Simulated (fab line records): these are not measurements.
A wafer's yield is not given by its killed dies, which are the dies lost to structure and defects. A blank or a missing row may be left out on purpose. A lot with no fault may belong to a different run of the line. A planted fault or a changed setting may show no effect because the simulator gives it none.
Matching of chambers / flow n5 finfet / N5_BEOL_M0_CO_CAP_123 on cvd co-01 has 3 sister chambers
The step material Co, precursor CCTBA/H2, target thk 2 nm, time 102.1 s. 6 wafers are shown with their chamber, then 8 later ones without.

== WAFERS PAIRED WITH THEIR CHAMBERS ==
wafer=L080.3; chamber=2; heater power w (W)=257
wafer=L080.6; chamber=1; heater power w (W)=228
wafer=L082.2; chamber=2; heater power w (W)=251
wafer=L082.3; chamber=0; heater power w (W)=260
wafer=L082.6; chamber=0; heater power w (W)=251
wafer=L087.1; chamber=1; heater power w (W)=227

== WAFERS WHOSE CHAMBER IS MISSING ==
wafer=L087.4; heater power w (W)=255
wafer=L087.5; heater power w (W)=257
wafer=L088.2; heater power w (W)=230
wafer=L088.5; heater power w (W)=251
wafer=L088.6; heater power w (W)=226
wafer=L091.2; heater power w (W)=251
wafer=L091.5; heater power w (W)=253
wafer=L091.6; heater power w (W)=227

== WHICH CHAMBER EACH WENT THROUGH ==
wafer=L087.4; from the rows above=can't be placed: 0 or 2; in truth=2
wafer=L087.5; from the rows above=can't be placed: 0 or 2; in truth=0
wafer=L088.2; from the rows above=1; in truth=1
wafer=L088.5; from the rows above=can't be placed: 2 or 0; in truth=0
wafer=L088.6; from the rows above=1; in truth=1
wafer=L091.2; from the rows above=can't be placed: 2 or 0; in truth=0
wafer=L091.5; from the rows above=can't be placed: 2 or 0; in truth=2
wafer=L091.6; from the rows above=1; in truth=1
Correct placement for 3 of the 8. Unplaceable from these rows: 5, with the true chamber sitting among the candidates in 5. Wrongly placed: 0.
How it was worked out, from the rows above alone: a wafer's distance from a chamber is the root of the sum, over the readings, of the square of ((its reading less the chamber's mean) divided by the reading's scatter). If the next closest chamber is less than 2 further off than the closest, the wafer can't be placed; otherwise it belongs to the closest. For every chamber, the mean is computed from those of its wafers that are shown. The scatter: the root of (the sum of the squares of (reading less its chamber's mean) over the shown wafers, divided by (wafers less chambers)).
